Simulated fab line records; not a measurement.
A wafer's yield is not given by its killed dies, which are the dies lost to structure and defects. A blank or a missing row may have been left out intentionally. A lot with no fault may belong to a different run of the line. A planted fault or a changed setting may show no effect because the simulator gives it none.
3 desks looking at one fault + flow n5Finfet + each desk holds nothing but its own numbers, with what lay behind them at the end

## FROM THE METROLOGY DESK
Means of the sampled wafers that have a number, per lot and without regard to the tool the lot ran on: this is what the gauges read. If a lot's mean is further than 4 standard deviations from the usual mean, the lot is out of limits and carries the mark OUT (the distance appears in the brackets). Only the readings that lie furthest out on some lot appear, 7 of the 12 it has.
Columns: A = trenchDepthNm at N5_STI_FIN_REVEAL_FIN_H_MEAS_10, usual 52.4 nm; B = DIBL_P at N5_BEOL_M4_RC_MEAS_101, usual 36.4 mV/V; C = IOFF_P at N5_BEOL_M4_RC_MEAS_101, usual 0.21 nA/um; D = ION_N at N5_BEOL_M4_RC_MEAS_101, usual 679 uA/um; E = SS_N at N5_BEOL_M4_RC_MEAS_101, usual 71.4 mV/dec; F = SS_P at N5_BEOL_M4_RC_MEAS_101, usual 73.2 mV/dec; G = VT_P at N5_BEOL_M4_RC_MEAS_101, usual -250 mV
| lot  | first seen here | A    | B    | C    | D   | E    | F    | G    |
|------|-----------------|------|------|------|-----|------|------|------|
| L917 | day 2 15:17     | 52.2 | 39.2 | 0.22 | 682 | 72.0 | 74.0 | -252 |
| L918 | day 2 20:40     | 52.5 | 36.1 | 0.22 | 683 | 71.9 | 73.4 | -250 |
| L919 | day 3 02:06     | 52.3 | 32.7 | 0.15 | 668 | 71.6 | 72.1 | -255 |
| L920 | day 3 07:05     | 52.3 | 38.1 | 0.22 | 679 | 71.4 | 73.4 | -249 |
| L921 | day 3 16:41     | 51.5 | 35.4 | 0.24 | 673 | 71.5 | 73.7 | -246 |
| L928 | day 5 10:10     | 53.1 | 36.5 | 0.19 | 679 | 70.6 | 72.9 | -252 |
| L930 | day 5 23:07     | 51.7 | 36.0 | 0.22 | 687 | 72.0 | 73.6 | -250 |
| L931 | day 6 05:30     | 52.2 | 35.7 | 0.21 | 674 | 72.0 | 73.6 | -250 |
| L936 | day 7 07:17     | 51.5 | 34.7 | 0.20 | 654 | 71.3 | 72.5 | -248 |
| L940 | day 9 05:53     | 52.3 | 36.2 | 0.21 | 685 | 71.5 | 74.0 | -250 |
This desk's finding: nothing out of limits on any of the 10 lots.

## THE DEFECT DESK
For each lot, the counts of the inspections along the route, averaged over the sampled wafers that have a number. If a lot's mean is further than 4 standard deviations from the usual mean, the lot is out of limits and carries the mark OUT (the distance appears in the brackets).
Columns: A = rawDefectCount at N5_STI_FIN_REVEAL_INSPECT_13, usual 12
| lot  | first seen here | A             |
|------|-----------------|---------------|
| L917 | day 2 15:22     | 14            |
| L918 | day 2 20:45     | 8             |
| L919 | day 3 02:11     | 10            |
| L920 | day 3 07:10     | 8             |
| L921 | day 3 16:46     | 11            |
| L928 | day 5 10:16     | 426 (+78) OUT |
| L930 | day 5 23:11     | 215 (+38) OUT |
| L931 | day 6 05:35     | 12            |
| L936 | day 7 07:22     | 12            |
| L940 | day 9 05:58     | 19            |
This desk's verdict: out of limits on L928, L930, starting with L928 at day 5 10:16 (rawDefectCount at N5_STI_FIN_REVEAL_INSPECT_13). In limits: L917, L918, L919, L920, L921, L931, L936, L940.

## AT THE TOOL OWNER'S DESK: plasmaAsher-02
The tool's own readings at N5_STI_FIN_REVEAL_OXIDATION_33 (chemistry O2 PLASMA REMOTE, time 20 s): means of the sampled wafers that have a number, for each lot that ran on this tool. If a lot's mean is further than 4 standard deviations from the usual mean, the lot is out of limits and carries the mark OUT (the distance appears in the brackets).
Columns: A = drypumpMotorCurrentA at N5_STI_FIN_REVEAL_OXIDATION_33, usual 5.9 A; B = heaterPowerW at N5_STI_FIN_REVEAL_OXIDATION_33, usual 138 W
| lot  | first seen here | A   | B   |
|------|-----------------|-----|-----|
| L917 | day 2 15:02     | 5.2 | 135 |
| L918 | day 2 20:28     | 5.2 | 139 |
| L928 | day 5 09:58     | 5.2 | 137 |
| L930 | day 5 22:55     | 5.6 | 144 |
| L940 | day 9 05:39     | 5.2 | 139 |
This desk's finding: nothing out of limits on any of the 5 lots.

## PUT TOGETHER
The defect desk could have raised an alarm at day 5 10:16, on L928, L930.
Metrology desk: nothing out of limits seen.
The desk of the tool owner found nothing out of limits.
The metrology desk has L928, L930 on record, within its limits.
Tool owner's desk: L928, L930 on record, inside its limits.
On plasmaAsher-02, each named lot ran N5_STI_FIN_REVEAL_OXIDATION_33.

## WHAT THE SIMULATOR HAD INSERTED
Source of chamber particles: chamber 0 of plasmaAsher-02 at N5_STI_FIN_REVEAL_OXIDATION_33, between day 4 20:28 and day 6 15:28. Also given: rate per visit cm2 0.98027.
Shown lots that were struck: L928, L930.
Hours from the fault's start to each desk's first reading out of limits: the defect desk, 14.
